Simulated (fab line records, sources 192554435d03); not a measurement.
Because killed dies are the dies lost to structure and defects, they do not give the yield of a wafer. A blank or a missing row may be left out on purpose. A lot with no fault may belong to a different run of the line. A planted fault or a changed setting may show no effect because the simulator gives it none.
fab line records | flow n5Finfet
[record] lots = 10 | wafers = 30 | lastDay = 17
route steps=1938 shown WELL_APT@29 BEOL_M4@1111 PASSIVATION@1936
lots with no fault: from the same line, run without faults
startH: the number of hours between the record's first day and the start of the first shown wafer of the lot | waitH: hours elapsed since this lot's preceding step | " as in the row above | L1.1+2: one row covering several wafers at once | - no value, or no start was given | * or withheld: withheld | < > ~ a bound
route shown NAME@n: names a module that has steps shown in the file, with the first one's number in the route | usual: the fault-free wafers' mean and standard deviation | same: alike in all rows | chamber/n: place in a boat | sites: each site's reading | _std_site: standard deviation across them | _edge_site: the outer-site mean with the inner-site mean subtracted | radiusMm: for every site, how far away it sits from the centre of the wafer | mask NAME#n: copy n | behind: the tool/chamber that last shaped the wafer | hold: reason for holding the lot/hours on hold/outcome of the hold | device: the transistor (n, p or np) that didn't switch | end of line: tests of these same wafers at the route's end | a step with no rows: only its recipe | killed: dies lost to structure and defects at the first sort, not the wafer's yield | map: shows each die of a wafer: x if killed, . if not, _ if none is there
set.NAME: the setting that was run; set.NAME@STEP: the one run at that earlier step | model.NAME: the simulator's own value behind a step, which no gauge read
steps of the route over a sample of lots; a table a step, a row a wafer
services: the hour from which a tool's chamber was out of use, counted from the record's first day as startH (under 0 if before that day), plus the number of hours and why
[[steps]]
[step N5_WELL_APT_OVL_MEAS_09]
[recipe] pointsPerWafer = 44
[usual] NWELL_OVL = -2/5.2
lot.wafer | tool       | chamber | startH | waitH | NWELL_OVL[nm]
L411.3    | overlay-01 | 0       | 13.71  | 0.0   | 2
L411.4    | "          | 0       | "      | "     | 0
L411.6    | "          | 0       | "      | "     | 9
L413.1    | overlay-01 | 0       | 25.71  | 0.0   | 3
L413.4    | "          | 0       | "      | "     | 1
L413.6    | "          | 0       | "      | "     | 2
L414.3    | overlay-01 | 0       | 31.74  | 0.0   | -9
L414.4    | "          | 0       | "      | "     | 0
L414.6    | "          | 0       | "      | "     | -8
L418.3    | overlay-01 | 0       | 56.29  | 0.0   | 0
L418.5    | "          | 0       | "      | "     | 5
L418.6    | "          | 0       | "      | "     | -3
L420.1    | overlay-02 | 0       | 67.71  | 0.0   | 7
L420.4    | "          | 0       | "      | "     | 4
L420.6    | "          | 0       | "      | "     | -1
L426.1    | overlay-02 | 0       | 103.71 | 0.0   | -5
L426.5    | "          | 0       | "      | "     | -1
L426.6    | "          | 0       | "      | "     | -8
L429.1    | overlay-01 | 0       | 121.90 | 0.0   | -7
L429.2    | "          | 0       | "      | "     | 2
L429.3    | "          | 0       | "      | "     | -7
L430.1    | overlay-01 | 0       | 128.05 | 0.0   | -2
L430.3    | "          | 0       | "      | "     | 2
L430.4    | "          | 0       | "      | "     | 0
L431.3    | overlay-01 | 0       | 134.27 | 0.0   | -6
L431.4    | "          | 0       | "      | "     | -5
L431.6    | "          | 0       | "      | "     | -7
L432.2    | overlay-02 | 0       | 139.77 | 0.0   | -4
L432.5    | "          | 0       | "      | "     | -1
L432.6    | "          | 0       | "      | "     | -2
[step N5_WELL_APT_OVL_MEAS_26]
[recipe] pointsPerWafer = 44
[usual] PWELL_OVL = -5/5.5
lot.wafer | tool       | chamber | startH | waitH | PWELL_OVL[nm]
L411.3    | overlay-01 | 0       | 14.96  | 0.0   | -2
L411.4    | "          | 0       | "      | "     | -1
L411.6    | "          | 0       | "      | "     | -7
L413.1    | overlay-01 | 0       | 26.83  | 0.0   | -11
L413.4    | "          | 0       | "      | "     | -20
L413.6    | "          | 0       | "      | "     | -14
L414.3    | overlay-01 | 0       | 33.25  | 0.0   | -9
L414.4    | "          | 0       | "      | "     | -9
L414.6    | "          | 0       | "      | "     | -13
L418.3    | overlay-02 | 0       | 57.54  | 0.0   | 3
L418.5    | "          | 0       | "      | "     | 1
L418.6    | "          | 0       | "      | "     | 0
L420.1    | overlay-01 | 0       | 68.97  | 0.0   | -3
L420.4    | "          | 0       | "      | "     | -4
L420.6    | "          | 0       | "      | "     | -3
L426.1    | overlay-02 | 0       | 105.26 | 0.0   | -5
L426.5    | "          | 0       | "      | "     | -3
L426.6    | "          | 0       | "      | "     | 0
L429.1    | overlay-02 | 0       | 123.04 | 0.0   | -2
L429.2    | "          | 0       | "      | "     | -7
L429.3    | "          | 0       | "      | "     | -6
L430.1    | overlay-02 | 0       | 129.19 | 0.0   | 0
L430.3    | "          | 0       | "      | "     | -5
L430.4    | "          | 0       | "      | "     | 3
L431.3    | overlay-02 | 0       | 135.51 | 0.0   | 4
L431.4    | "          | 0       | "      | "     | -7
L431.6    | "          | 0       | "      | "     | -7
L432.2    | overlay-01 | 0       | 141.02 | 0.0   | -4
L432.5    | "          | 0       | "      | "     | -3
L432.6    | "          | 0       | "      | "     | -7
[step N5_WELL_APT_DESCUM_30]
[recipe] chemistry = O2 | timeS = 7.9 | sourcePowerW = 50 | biasPowerW = 20 | pressureMtorr = 20 | rfFrequencyHz = 2.712e+07 | tempC = 40 | o2FlowSccm = 225
[usual] drypumpMotorCurrentA = 5.8/0.4 | oesProductAu = 0.76/0.058 | rfVppV = 243.1/1.3 | showerheadPlenumPTorr = 2.10/0.069 | tempC = 40.01/0.12 | throttleValvePct = 20.57/0.27
lot.wafer | tool       | chamber | startH | waitH | drypumpMotorCurrentA | oesProductAu | rfHoursCounterH | rfVppV | showerheadPlenumPTorr | tempC | throttleValvePct
L411.3    | rieDiel-02 | 3       | 15.01  | 0.0   | 5.9                  | 0.68         | 235             | 243.2  | 2.08                  | 40.12 | 20.91
L411.4    | "          | 2       | "      | "     | 5.8                  | 0.87         | 44              | 243.6  | 2.14                  | 39.76 | 20.40
L411.6    | "          | 0       | "      | "     | 5.3                  | 0.79         | -               | 243.5  | 2.10                  | 40.17 | 20.74
L413.1    | rieDiel-05 | 0       | 27.22  | 0.4   | 6.3                  | 0.80         | 111             | 242.3  | 2.03                  | 39.85 | 20.42
L413.4    | "          | 3       | "      | "     | 5.6                  | 0.72         | 179             | 243.2  | 2.17                  | 39.97 | 20.29
L413.6    | "          | 1       | "      | "     | 4.7                  | 0.73         | -               | 244.3  | 2.19                  | 40.09 | 20.90
L414.3    | rieDiel-01 | 2       | 33.30  | 0.0   | 5.7                  | 0.81         | 122             | 244.7  | 2.22                  | 40.07 | 21.00
L414.4    | "          | 3       | "      | "     | 5.8                  | 0.80         | 124             | 242.9  | 2.09                  | 40.09 | 20.37
L414.6    | "          | 0       | "      | "     | 6.3                  | 0.71         | -               | 241.1  | 2.00                  | 40.23 | 20.81
L418.3    | rieDiel-02 | 2       | 57.59  | 0.0   | 5.7                  | 0.85         | 57              | 244.3  | 2.13                  | 39.88 | 20.45
L418.5    | "          | 2       | "      | "     | 5.7                  | 0.84         | -               | 243.8  | 2.13                  | 39.99 | 20.42
L418.6    | "          | 1       | "      | "     | 5.9                  | 0.79         | -               | 242.0  | 2.01                  | 40.05 | 20.29
L420.1    | rieDiel-02 | 2       | 69.04  | 0.0   | 5.7                  | 0.85         | 59              | 244.0  | 2.13                  | 40.04 | 20.44
L420.4    | "          | 0       | "      | "     | 5.3                  | 0.79         | 151             | 242.0  | 2.10                  | 39.80 | 20.77
L420.6    | "          | 1       | "      | "     | 5.8                  | 0.78         | -               | 241.8  | 2.01                  | 40.06 | 20.28
L426.1    | rieDiel-01 | 2       | 105.33 | 0.0   | 5.7                  | 0.79         | 147             | 243.9  | 2.21                  | 40.21 | 21.03
L426.5    | "          | 1       | "      | "     | 6.6                  | 0.70         | -               | 244.4  | 2.17                  | 40.04 | 20.29
L426.6    | "          | 0       | "      | "     | 6.2                  | 0.69         | -               | 241.5  | 1.99                  | 40.13 | 20.85
L429.1    | rieDiel-05 | 1       | 123.10 | 0.0   | 4.8                  | 0.71         | 186             | 243.6  | 2.18                  | 40.29 | 20.95
L429.2    | "          | 0       | "      | "     | 6.4                  | 0.78         | 143             | 241.0  | 2.02                  | 39.97 | 20.46
L429.3    | "          | 2       | "      | "     | 5.9                  | 0.72         | 185             | 241.8  | 2.08                  | 40.16 | 20.39
L430.1    | rieDiel-01 | 2       | 129.25 | 0.0   | 5.7                  | 0.77         | 156             | 244.5  | 2.21                  | 39.89 | 21.05
L430.3    | "          | 3       | "      | "     | 5.7                  | 0.77         | 153             | 244.4  | 2.08                  | 39.89 | 20.42
L430.4    | "          | 0       | "      | "     | 6.3                  | 0.68         | 221             | 240.7  | 1.99                  | 40.18 | 20.88
L431.3    | rieDiel-01 | 2       | 135.57 | 0.0   | 5.7                  | 0.77         | 158             | 243.2  | 2.21                  | 40.12 | 21.06
L431.4    | "          | 2       | "      | "     | 5.7                  | 0.77         | -               | 243.3  | 2.21                  | 40.04 | 21.04
L431.6    | "          | 3       | "      | "     | 5.7                  | 0.76         | -               | 242.2  | 2.08                  | 40.13 | 20.44
L432.2    | rieDiel-01 | 3       | 141.35 | 0.3   | 5.8                  | 0.77         | 158             | 242.4  | 2.08                  | 40.04 | 20.43
L432.5    | "          | 0       | "      | "     | 6.3                  | 0.68         | -               | 241.8  | 1.99                  | 39.98 | 20.88
L432.6    | "          | 3       | "      | "     | 5.8                  | 0.77         | -               | 242.5  | 2.08                  | 39.87 | 20.42
[step N5_WELL_APT_IMPLANT_32]
[recipe] species = BF2 | energyKev = 50 | doseCm2 = 2e+13 | tiltDeg = 0 | rotationDeg = 0
[usual] beamEnergyKeV = 50.004/0.018 | rotationDeg = 0.000/0.022
lot.wafer | tool         | chamber | startH | waitH | beamEnergyKeV | rotationDeg
L411.3    | implanter-02 | 0       | 15.35  | 0.1   | 50.021        | 0.006
L411.4    | "            | 0       | "      | "     | 49.978        | 0.019
L411.6    | "            | 0       | "      | "     | 50.005        | 0.011
L413.1    | implanter-02 | 0       | 27.50  | 0.1   | 50.017        | -0.025
L413.4    | "            | 0       | "      | "     | 50.014        | -0.019
L413.6    | "            | 0       | "      | "     | 50.024        | -0.015
L414.3    | implanter-02 | 0       | 33.64  | 0.1   | 49.997        | -0.001
L414.4    | "            | 0       | "      | "     | 49.989        | 0.004
L414.6    | "            | 0       | "      | "     | 50.021        | -0.015
L418.3    | implanter-02 | 0       | 57.93  | 0.1   | 43.567        | 0.009
L418.5    | "            | 0       | "      | "     | 43.549        | 0.020
L418.6    | "            | 0       | "      | "     | 43.554        | 0.002
L420.1    | implanter-02 | 0       | 69.32  | 0.1   | 43.555        | 0.039
L420.4    | "            | 0       | "      | "     | 43.552        | -0.007
L420.6    | "            | 0       | "      | "     | 43.556        | 0.037
L426.1    | implanter-01 | 0       | 105.61 | 0.1   | 49.998        | -0.014
L426.5    | "            | 0       | "      | "     | 49.981        | 0.000
L426.6    | "            | 0       | "      | "     | 49.986        | -0.014
L429.1    | implanter-01 | 0       | 123.38 | 0.1   | 49.998        | 0.017
L429.2    | "            | 0       | "      | "     | 50.004        | 0.026
L429.3    | "            | 0       | "      | "     | 50.008        | 0.006
L430.1    | implanter-02 | 0       | 129.53 | 0.1   | 50.017        | -0.009
L430.3    | "            | 0       | "      | "     | 50.006        | 0.014
L430.4    | "            | 0       | "      | "     | 49.966        | -0.008
L431.3    | implanter-01 | 0       | 135.91 | 0.1   | 50.022        | -0.028
L431.4    | "            | 0       | "      | "     | 49.991        | -0.030
L431.6    | "            | 0       | "      | "     | 49.988        | -0.043
L432.2    | implanter-02 | 0       | 141.66 | 0.1   | 50.002        | -0.024
L432.5    | "            | 0       | "      | "     | 50.000        | -0.028
L432.6    | "            | 0       | "      | "     | 50.031        | -0.034
[step N5_BEOL_M4_RC_MEAS_101]
[usual] CJ_N = 4.28/0.082 | DIBL_N = 36.0/2.5 | DIBL_P = 36.2/3 | IOFF_N = 0.16/0.044 | IOFF_P = 0.21/0.049 | ION_N = 671/15 | ION_P = 461/8.7 | RS_PWELL = 3006/21 | SS_N = 71.5/0.72 | SS_P = 73.4/0.9 | VT_N = 251/4.4 | VT_P = -250/4
lot.wafer | tool      | chamber | startH | waitH | CJ_N | DIBL_N[mV/V] | DIBL_P[mV/V] | IOFF_N[nA/um] | IOFF_P[nA/um] | ION_N[uA/um] | ION_P[uA/um] | RS_PWELL[ohm/sq] | SS_N[mV/dec] | SS_P[mV/dec] | VT_N[mV] | VT_P[mV]
L411.3    | prober-01 | 0       | 180.36 | 0.3   | 4.26 | 34.7         | 33.8         | 0.13          | 0.20          | 653          | 456          | 2996             | 71.5         | 72.0         | 255      | -250
L411.4    | "         | 0       | "      | "     | 4.34 | 36.7         | 36.3         | 0.16          | 0.24          | 672          | 469          | 2986             | 71.4         | 73.8         | 249      | -243
L411.6    | "         | 0       | "      | "     | 4.30 | 33.9         | 32.7         | 0.12          | 0.19          | 667          | 468          | 3002             | 71.0         | 72.1         | 252      | -246
L413.1    | prober-01 | 0       | 189.85 | 0.8   | 4.39 | 39.1         | 39.3         | 0.23          | 0.27          | 683          | 463          | 3000             | 73.2         | 74.2         | 247      | -246
L413.4    | "         | 0       | "      | "     | 4.33 | 36.2         | 36.5         | 0.17          | 0.23          | 688          | 468          | 3010             | 71.3         | 73.4         | 248      | -248
L413.6    | "         | 0       | "      | "     | 4.36 | 35.8         | 34.4         | 0.16          | 0.20          | 659          | 451          | 3010             | 71.9         | 73.2         | 249      | -248
L414.3    | prober-02 | 0       | 206.96 | 0.3   | 4.25 | 32.7         | 34.3         | 0.12          | 0.18          | 656          | 455          | 3012             | 70.9         | 72.2         | 252      | -249
L414.4    | "         | 0       | "      | "     | 4.30 | 37.3         | 40.0         | 0.20          | 0.24          | 677          | 459          | 3011             | 72.3         | 74.3         | 247      | -249
L414.6    | "         | 0       | "      | "     | 4.21 | 35.7         | 38.5         | 0.16          | 0.24          | 663          | 461          | 2993             | 71.7         | 74.3         | 253      | -247
L418.3    | prober-02 | 0       | 223.87 | 0.3   | 4.67 | 36.8         | 36.6         | 0.15          | 0.20          | 668          | 457          | 3079             | 71.8         | 73.2         | 254      | -252
L418.5    | "         | 0       | "      | "     | 4.48 | 35.8         | 35.6         | 0.14          | 0.19          | 662          | 460          | 3101             | 70.9         | 72.6         | 255      | -251
L418.6    | "         | 0       | "      | "     | 4.62 | 39.6         | 40.1         | 0.21          | 0.26          | 699          | 473          | 3095             | 71.9         | 74.0         | 247      | -249
L420.1    | prober-01 | 0       | 233.36 | 0.0   | 4.78 | 34.0         | 34.9         | 0.13          | 0.20          | 656          | 457          | 3043             | 71.4         | 72.8         | 252      | -252
L420.4    | "         | 0       | "      | "     | 4.79 | 34.0         | 35.2         | 0.14          | 0.20          | 671          | 464          | 3048             | 70.8         | 73.4         | 250      | -248
L420.6    | "         | 0       | "      | "     | 4.74 | 37.7         | 39.4         | 0.21          | 0.29          | 698          | 482          | 3061             | 72.2         | 73.4         | 245      | -246
L426.1    | prober-02 | 0       | 275.70 | 0.0   | 4.27 | 34.1         | 35.5         | 0.13          | 0.21          | 669          | 466          | 3019             | 71.0         | 73.4         | 251      | -248
L426.5    | "         | 0       | "      | "     | 4.42 | 37.7         | 38.3         | 0.21          | 0.25          | 676          | 466          | 2990             | 72.5         | 74.1         | 247      | -247
L426.6    | "         | 0       | "      | "     | 4.30 | 34.2         | 35.0         | 0.14          | 0.20          | 667          | 466          | 2992             | 71.3         | 73.2         | 249      | -252
L429.1    | prober-01 | 0       | 285.81 | 0.0   | 4.31 | 35.9         | 37.7         | 0.18          | 0.26          | 676          | 469          | 2986             | 71.0         | 73.7         | 248      | -244
L429.2    | "         | 0       | "      | "     | 4.29 | 34.4         | 35.8         | 0.14          | 0.22          | 655          | 460          | 2967             | 70.9         | 73.8         | 255      | -248
L429.3    | "         | 0       | "      | "     | 4.44 | 36.0         | 37.3         | 0.18          | 0.24          | 677          | 469          | 2981             | 72.3         | 73.8         | 248      | -247
L430.1    | prober-01 | 0       | 286.74 | 0.4   | 4.35 | 33.0         | 31.1         | 0.10          | 0.15          | 653          | 454          | 2978             | 71.0         | 71.9         | 258      | -255
L430.3    | "         | 0       | "      | "     | 4.24 | 32.5         | 31.6         | 0.10          | 0.15          | 643          | 447          | 2990             | 70.5         | 72.3         | 259      | -253
L430.4    | "         | 0       | "      | "     | 4.13 | 35.2         | 35.9         | 0.14          | 0.21          | 668          | 456          | 2986             | 71.3         | 73.8         | 250      | -251
L431.3    | prober-02 | 0       | 306.95 | 0.3   | 4.38 | 36.2         | 37.6         | 0.16          | 0.25          | 674          | 477          | 3022             | 71.6         | 73.7         | 250      | -247
L431.4    | "         | 0       | "      | "     | 4.31 | 33.7         | 33.4         | 0.11          | 0.17          | 657          | 453          | 3034             | 71.6         | 72.2         | 256      | -254
L431.6    | "         | 0       | "      | "     | 4.51 | 39.4         | 39.8         | 0.22          | 0.28          | 694          | 471          | 3032             | 73.2         | 73.9         | 243      | -246
L432.2    | prober-01 | 0       | 309.42 | 0.6   | 4.28 | 36.4         | 36.3         | 0.17          | 0.25          | 678          | 473          | 3044             | 72.1         | 73.6         | 251      | -248
L432.5    | "         | 0       | "      | "     | 4.27 | 39.7         | 40.5         | 0.26          | 0.34          | 698          | 475          | 3046             | 72.2         | 74.3         | 242      | -244
L432.6    | "         | 0       | "      | "     | 4.24 | 34.3         | 32.5         | 0.13          | 0.18          | 672          | 460          | 3044             | 70.5         | 72.5         | 251      | -249
[step N5_PASSIVATION_PROBE_49]
[usual] defectLimitedYield = 91.7/1.4 | killed_at_M0_to_M3 = 31/11 | killed_at_M4_up = 13/4.6 | killedAtContacts = 13/6.7 | killedAtFrontEnd = 39/9.6 | killedAtOther = 3.5/2.8 | killedDies = 98/16 | killedOpen = 64/11 | killedShort = 33/8.5 | sort_bin_5_function = 4.9/0.96 | sort_bin_6_memory = 3.1/0.59 | sort_bin_8_speed = 0.2/1.3 | sortNPass = 1080/23
[same] grossDies = 1180 | killedAtBackSide = 0 | sort_bin_4_leakage[%] = 0
lot.wafer | tool      | chamber | startH | waitH | defectLimitedYield[%] | killed_at_M0_to_M3 | killed_at_M4_up | killedAtContacts | killedAtFrontEnd | killedAtOther | killedDies | killedOpen | killedShort | sort_bin_5_function[%] | sort_bin_6_memory[%] | sort_bin_8_speed[%] | sortNPass
L411.3    | prober-02 | -       | 277.82 | 0.1   | 89.9                  | 38                 | 19              | 19               | 39               | 4             | 119        | 80         | 39          | 5.8                    | 3.9                  | 0.1                 | 1060
L411.4    | prober-02 | -       | 277.87 | 0.2   | 90.7                  | 52                 | 10              | 17               | 30               | 1             | 110        | 82         | 24          | 6.1                    | 3.0                  | 0                   | 1070
L411.6    | prober-02 | -       | 277.97 | 0.3   | 93.0                  | 36                 | 7               | 11               | 29               | 0             | 83         | 53         | 27          | 3.8                    | 3.1                  | 0                   | 1097
L418.3    | prober-02 | -       | 337.86 | 0.1   | 90.2                  | 34                 | 13              | 10               | 58               | 1             | 116        | 71         | 36          | 5.6                    | 3.2                  | 0                   | 1064
L418.5    | prober-02 | -       | 337.96 | 0.2   | 91.4                  | 35                 | 7               | 13               | 44               | 3             | 102        | 54         | 46          | 5.7                    | 2.5                  | 0                   | 1078
L418.6    | prober-02 | -       | 338.01 | 0.3   | 92.1                  | 31                 | 4               | 7                | 50               | 1             | 93         | 50         | 37          | 4.5                    | 2.5                  | 0                   | 1087
L420.1    | prober-02 | -       | 339.29 | 0.0   | 91.2                  | 41                 | 17              | 6                | 38               | 2             | 104        | 64         | 35          | 5.1                    | 3.3                  | 0                   | 1076
L420.4    | prober-02 | -       | 339.44 | 0.2   | 91.6                  | 29                 | 22              | 5                | 43               | 0             | 99         | 63         | 35          | 4.9                    | 3.2                  | 0                   | 1081
L420.6    | prober-02 | -       | 339.54 | 0.3   | 92.1                  | 32                 | 12              | 9                | 38               | 2             | 93         | 59         | 33          | 4.2                    | 3.4                  | 0                   | 1087
L432.2    | prober-01 | -       | 414.12 | 0.1   | 91.2                  | 43                 | 12              | 16               | 30               | 3             | 104        | 67         | 37          | 5.9                    | 2.5                  | 0                   | 1076
L432.5    | prober-01 | -       | 414.27 | 0.2   | 91.8                  | 42                 | 5               | 3                | 45               | 2             | 97         | 52         | 45          | 4.6                    | 3.2                  | 0                   | 1083
L432.6    | prober-01 | -       | 414.32 | 0.3   | 90.7                  | 32                 | 13              | 9                | 53               | 3             | 110        | 72         | 37          | 6.9                    | 2.3                  | 0                   | 1070
L431.3    | prober-01 | -       | 414.47 | 0.3   | 91.9                  | 21                 | 16              | 2                | 52               | 5             | 96         | 58         | 32          | 4.9                    | 2.8                  | 0                   | 1084
L431.4    | prober-01 | -       | 414.52 | 0.3   | 91.7                  | 17                 | 18              | 6                | 57               | 0             | 98         | 69         | 28          | 5.2                    | 3.0                  | 0                   | 1082
L431.6    | prober-01 | -       | 414.62 | 0.4   | 90.1                  | 34                 | 21              | 14               | 44               | 4             | 117        | 85         | 30          | 6.4                    | 3.3                  | 0                   | 1063
// killed by level:class
L411.3 STI_FIN_REVEAL:geometricParticle:open=17 MOL_CONTACT_COAG:geometricParticle:open=10 FIN_SAQP:geometricParticle:short=9 MOL_CONTACT_COAG:geometricParticle:short=9 BEOL_M1:geometricParticle:open=9 BEOL_M4:geometricParticle:open=9 BEOL_M0_SAQP:geometricParticle:open=8 BEOL_M3:geometricParticle:open=6
L411.4 BEOL_M2:geometricParticle:open=17 MOL_CONTACT_COAG:geometricParticle:open=16 BEOL_M1:geometricParticle:open=15 BEOL_M3:geometricParticle:open=10 STI_FIN_REVEAL:geometricParticle:open=7 DUMMY_GATE:geometricParticle:open=4 BEOL_M0_SAQP:geometricParticle:short=4 BEOL_M4:geometricParticle:open=4
L411.6 STI_FIN_REVEAL:geometricParticle:open=12 BEOL_M2:geometricParticle:open=11 MOL_CONTACT_COAG:geometricParticle:open=8 BEOL_M0_SAQP:geometricParticle:short=7 BEOL_M3:geometricParticle:open=5 GATE_CUT:geometricParticle:short=4 BEOL_M1:geometricParticle:open=3 MOL_CONTACT_COAG:geometricParticle:short=3
L418.3 FIN_SAQP:geometricParticle:open=14 FIN_SAQP:geometricParticle:short=8 MOL_CONTACT_COAG:geometricParticle:open=8 STI_FIN_REVEAL:geometricParticle:open=7 BEOL_M0_SAQP:geometricParticle:open=7 BEOL_M3:geometricParticle:open=7 BEOL_M4:geometricParticle:open=7 HKMG_FIN:areaEtch=7
L418.5 BEOL_M0_SAQP:geometricParticle:short=16 FIN_SAQP:geometricParticle:open=10 STI_FIN_REVEAL:geometricParticle:open=9 MOL_CONTACT_COAG:geometricParticle:open=9 FIN_SAQP:geometricParticle:short=7 BEOL_M0_SAQP:geometricParticle:open=7 BEOL_M4:geometricParticle:open=5 MOL_CONTACT_COAG:geometricParticle:short=4
L418.6 BEOL_M0_SAQP:geometricParticle:open=13 GATE_CUT:geometricParticle:short=9 FIN_SAQP:geometricParticle:short=7 FIN_SAQP:geometricParticle:open=6 STI_FIN_REVEAL:geometricParticle:open=6 HKMG_FIN:areaEtch=6 BEOL_M3:geometricParticle:open=5 MOL_CONTACT_COAG:geometricParticle:open=4
L420.1 FIN_SAQP:geometricParticle:short=12 FIN_SAQP:geometricParticle:open=10 BEOL_M0_SAQP:geometricParticle:open=9 BEOL_M1:geometricParticle:open=9 BEOL_M4:geometricParticle:open=8 BEOL_M3:geometricParticle:open=7 BEOL_M0_SAQP:geometricParticle:short=6 FIN_CUT:areaEtch=5
L420.4 BEOL_M4:geometricParticle:open=13 FIN_SAQP:geometricParticle:open=10 STARTING-WAFER:geometricParticle:short=7 BEOL_M0_SAQP:geometricParticle:short=7 DUMMY_GATE:geometricParticle:open=6 BEOL_M2:geometricParticle:open=6 GATE_CUT:geometricParticle:short=5 BEOL_M3:geometricParticle:open=5
L420.6 BEOL_M3:geometricParticle:open=16 FIN_SAQP:geometricParticle:short=9 BEOL_M2:geometricParticle:open=8 FIN_SAQP:geometricParticle:open=7 MOL_CONTACT_COAG:geometricParticle:open=6 DUMMY_GATE:geometricParticle:open=5 BEOL_M4:geometricParticle:short=5 MOL_CONTACT_COAG:geometricParticle:short=3
L432.2 BEOL_M3:geometricParticle:open=15 MOL_CONTACT_COAG:geometricParticle:open=12 BEOL_M1:geometricParticle:open=7 FIN_SAQP:geometricParticle:short=5 BEOL_M0_SAQP:geometricParticle:short=5 BEOL_M0_SAQP:geometricParticle:open=5 STARTING-WAFER:geometricParticle:short=5 DUMMY_GATE:geometricParticle:open=4
L432.5 GATE_CUT:geometricParticle:short=13 BEOL_M0_SAQP:geometricParticle:open=13 BEOL_M0_SAQP:geometricParticle:short=10 STARTING-WAFER:geometricParticle:short=8 FIN_SAQP:geometricParticle:open=7 BEOL_M3:geometricParticle:open=7 FIN_SAQP:geometricParticle:short=4 GATE_CUT:geometricParticle:open=4
L432.6 FIN_SAQP:geometricParticle:short=10 FIN_SAQP:geometricParticle:open=9 STI_FIN_REVEAL:geometricParticle:open=9 DUMMY_GATE:geometricParticle:open=8 BEOL_M0_SAQP:geometricParticle:short=8 BEOL_M3:geometricParticle:open=5 MOL_CONTACT_COAG:geometricParticle:open=5 BEOL_M0:geometricParticle:open=5
L431.3 STI_FIN_REVEAL:geometricParticle:open=11 FIN_SAQP:geometricParticle:short=10 FIN_SAQP:geometricParticle:open=9 BEOL_M3:geometricParticle:open=8 GATE_CUT:geometricParticle:short=6 BEOL_M2:geometricParticle:open=5 BEOL_M4:geometricParticle:open=4 GATE_CUT:geometricParticle:open=3
L431.4 STI_FIN_REVEAL:geometricParticle:open=19 BEOL_M4:geometricParticle:open=8 GATE_CUT:geometricParticle:short=7 BEOL_M3:geometricParticle:open=6 FIN_SAQP:geometricParticle:open=5 STI_FIN_REVEAL:geometricParticle:short=5 ILD0:geometricParticle:short=5 GATE_CUT:geometricParticle:open=5
L431.6 STI_FIN_REVEAL:geometricParticle:open=22 BEOL_M4:geometricParticle:open=12 MOL_CONTACT_COAG:geometricParticle:open=11 BEOL_M2:geometricParticle:open=8 BEOL_M3:geometricParticle:open=6 FIN_SAQP:geometricParticle:open=4 GATE_CUT:geometricParticle:short=4 BEOL_M0_SAQP:geometricParticle:open=4
[[services]]
tool         | chamber | startH | hours | kind
rieDiel-05   | 2       | 11.21  | 2.5   | repair
implanter-02 | -       | 21.34  | 3.3   | repair
rieDiel-02   | -       | 65.60  | 2.8   | pm
rieDiel-01   | 3       | 70.89  | 5.6   | repair
implanter-02 | -       | 71.26  | 5.4   | pm
rieDiel-02   | 3       | 72.95  | -     | clean
rieDiel-02   | 3       | 72.95  | -     | consumableReplace:focusRing
rieDiel-02   | 3       | 72.95  | 20.8  | scheduledDown
rieDiel-02   | 3       | 72.95  | 20.8  | ventCycle
rieDiel-05   | 3       | 132.65 | 7.5   | repair
rieDiel-01   | 1       | 135.00 | 12.9  | repair
[[key]]
[firstSign] step = N5_WELL_APT_IMPLANT_32 | reading = beamEnergyKeV | direction = down | sigmas = 99+ | usual = 50.004 | struck = 43.556
[effect] step = N5_BEOL_M4_RC_MEAS_101 | reading = CJ_N | direction = up | sigmas = 4.8 | usual = 4.28 | struck = 4.68
[effect] step = N5_BEOL_M4_RC_MEAS_101 | reading = RS_PWELL | direction = up | sigmas = 3 | usual = 3006 | struck = 3071
metAt N5_WELL_APT_IMPLANT_32
struckLots L418,L420
notActingAt N5_WELL_APT_OVL_MEAS_09,N5_WELL_APT_OVL_MEAS_26,N5_WELL_APT_DESCUM_30
onsetBetween 33.64 57.93
[fault] kind = processParameterDrift | tool = implanter-02 | chamber = - | onsetH = 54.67 | steps = N5_WELL_APT_IMPLANT_32 | channel = energyKev | offset = -6.4301 | shape = step | endH = 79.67 | actsIn = theseRecipesOnly | stated = 50
